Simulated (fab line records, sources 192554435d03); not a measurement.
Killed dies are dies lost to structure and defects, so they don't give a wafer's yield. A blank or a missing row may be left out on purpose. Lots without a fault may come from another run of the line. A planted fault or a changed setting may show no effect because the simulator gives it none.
Which tool did it? | flow n5_finfet | 12 lots, 36 wafers sampled, at 1 step of a route of 1938

WHAT THE GAUGES READ, wafer by wafer
N5_BEOL_M15_INSPECT_12: inspects for defects (macro).
lot  | measured     | on                | raw_defect_count
L074 | day 12 01:38 | defect_inspect-01 | 5 3 0
L076 | day 12 07:37 | defect_inspect-02 | 3 0 5
L079 | day 12 22:01 | defect_inspect-01 | 1 0 5
L081 | day 13 05:53 | defect_inspect-01 | 4 1 0
L083 | day 13 22:45 | defect_inspect-02 | 2 0 2
L086 | day 14 07:49 | defect_inspect-02 | 1 4 1
L087 | day 15 03:34 | defect_inspect-01 | 3 1 1
L092 | day 15 13:07 | defect_inspect-02 | 2 3 4
L089 | day 16 05:34 | defect_inspect-01 | 0 2 2
L093 | day 16 15:25 | defect_inspect-02 | 3 1 1
L095 | day 17 02:58 | defect_inspect-01 | 4 3 1
L097 | day 17 16:17 | defect_inspect-02 | 1 0 1

WHICH TOOL RAN EACH LOT (tool, then ch and the chambers of the sampled wafers, then the start)
The record holds no process step before these readings.

THE ANSWER, worked out from the rows above alone
Rule: what is usual is taken from the lots themselves. Put in order of their means at a reading, lots are off if they are a third of the lots or fewer, leave a main group of 4 or more, and stand apart from it by a gap of 3 or more times the standard deviation of the main group's means; of several such gaps the widest counts. A main group whose means are all the same, to the digits that the tables above print for the reading, isn't used. A lot without any number at a reading at which 4 lots or more have one is off too. The other lots that the step has rows for count as sound.
No lot is off at any reading shown: from this, nothing can be told.

WHAT THE SIMULATOR HAD PUT IN
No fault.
